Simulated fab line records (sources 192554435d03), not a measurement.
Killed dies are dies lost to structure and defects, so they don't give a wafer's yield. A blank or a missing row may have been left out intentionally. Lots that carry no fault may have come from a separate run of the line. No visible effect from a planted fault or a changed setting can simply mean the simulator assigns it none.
Split-lot trial ; flow n5 finfet ; route with 1938 steps; 7 lots, 21 wafers read

== THE SPLIT ITSELF ==
At N5_BEOL_M0_SAQP_SPACER2_ALD_26 (deposits SiO2, target thk 15 nm, pulse time 1 s, purge time 2 s), the setting target thk a was moved away from the recipe's 150 angstrom on 6 of the 21 wafers read, by -12.6% to +9.0%. For the rest of the wafers, this setting stayed at what the recipe calls for.

== FROM THE SPLIT TO THE READING: what the file shows between them, 2 steps ==
- N5_BEOL_M0_SAQP_SPACER2_ETCHBACK_27: etches SiO2 in CHF3/O2, target depth 22.5 nm, time 11.25 s
- N5_BEOL_M0_SAQP_MANDREL2_REMOVE_110: chemistry HBr/Cl2/O2, target a-Si, stops on SiCN, bt time 10 s

== THE READING ==
cd nm at N5_BEOL_M0_SAQP_CD_MEAS_29, given in nm (cd target 14.4 nm). A value of 14.98 nm with a standard deviation of 0.24 nm is what fault-free wafers of this fab line usually give.

wafer;tool, chamber at the split;target thk a as run, angstrom;against the recipe;cd nm, nm;against lot-mates on the recipe
L076.3;ald sin-03, 0,2;150;recipe;15.05;-
L076.4;ald sin-03, 0,2;150;recipe;15.18;-
L076.5;ald sin-03, 0;150;recipe;14.78;-
L079.1;ald sin-03, 2,3;140;-6.7%;13.90;-1.23
L079.5;ald sin-03, 2;150;recipe;15.13;-
L079.6;ald sin-03, 2,3;140;-6.7%;14.40;-0.73
L086.1;ald sin-03, 0;159;+6.0%;15.91;+0.90
L086.4;ald sin-03, 0,2;150;recipe;15.12;-
L086.6;ald sin-03, 0,2;150;recipe;14.90;-
L087.4;ald sin-04, 3;150;recipe;14.95;-
L087.5;ald sin-04, 3,2;163.5;+9.0%;16.52;+1.57
L087.6;ald sin-04, 3,2;163.5;+9.0%;16.16;+1.21
L088.1;ald sin-02, 3,3,2;150;recipe;15.21;-
L088.5;ald sin-02, 3,3,2;150;recipe;14.77;-
L088.6;ald sin-02, 3,3,2;150;recipe;15.29;-
L097.1;ald sin-04, 3,2,2;150;recipe;14.49;-
L097.3;ald sin-04, 3,2,2;150;recipe;15.39;-
L097.6;ald sin-04, 3,2,2;150;recipe;14.82;-
L096.1;ald sin-03, 0;150;recipe;15.55;-
L096.2;ald sin-03, 3;150;recipe;15.01;-
L096.6;ald sin-03, 2;131.1;-12.6%;13.07;-2.21
Where a row lists several chambers, the file gives one row for several wafers and doesn't say which wafer went through which chamber.

THE FIT
A straight line over all 21 wafers: cd nm changes by +0.147 nm for each +1% of target thk a; r = +0.94; the points scatter about the line by 0.26 nm.
The same after taking each lot's own level away (the mean of its wafers on the recipe; 21 wafers): +0.16 nm for each +1%; r = +0.96; scatter 0.24 nm.
That fit puts the effect of the largest move of target thk a on the reading at 2 nm.
The lots' own levels span 14.900 to 15.280 nm, that is 1.6 times the standard deviation above.
The two slopes are in agreement: the lot-to-lot level therefore moves the slope only a little.
Check: for one of the wafers moved furthest among these (-12.6%), held out of the fit, the line's prediction against its lot-mates is -1.9 nm. It came out at -2.21 nm against them.

== THE WHOLE CHAIN: every reading that the file lists as answering this split, in the file's order ==
step;what it does;reading;change (the file's fit);r (the file's)
N5_BEOL_M0_SAQP_SPACER2_ALD_26;deposits SiO2, target thk 15 nm, pulse time 1 s, purge time 2 s;SiO2_of_BEOL_M0_SAQP_SPACER2_ALD_26.thk nm (the simulator's own value, which no gauge read);+0.15 nm for each +1% of the setting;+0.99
N5_BEOL_M0_SAQP_MANDREL2_REMOVE_110;chemistry HBr/Cl2/O2, target a-Si, stops on SiCN, bt time 10 s;BEOL_M0_SAQP.cd nm (the simulator's own value, which no gauge read);+0.142 nm for each +1% of the setting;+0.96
N5_BEOL_M0_SAQP_CD_MEAS_29;target cd 14.4 nm;cd nm;+0.163 nm for each +1% of the setting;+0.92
N5_BEOL_M0_CUTY_ETCH_63;etches SOC in N2/H2, target depth 82.7 nm, overetch 16.5 nm, time 124 s;SiO2_of_BEOL_M0_SAQP_SPACER2_ALD_26.thk nm (the simulator's own value, which no gauge read);+0.159 nm for each +1% of the setting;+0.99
N5_BEOL_M0_HM_OPEN_105;chemistry Cl2/BCl3, target TiN, target depth 12 nm;SiO2_of_BEOL_M0_SAQP_SPACER2_ALD_26.thk nm (the simulator's own value, which no gauge read);+0.112 nm for each +1% of the setting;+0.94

== THE FILE'S OWN FIT ==
cd nm changes by +0.163 nm for each +1% of target thk a, r = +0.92.
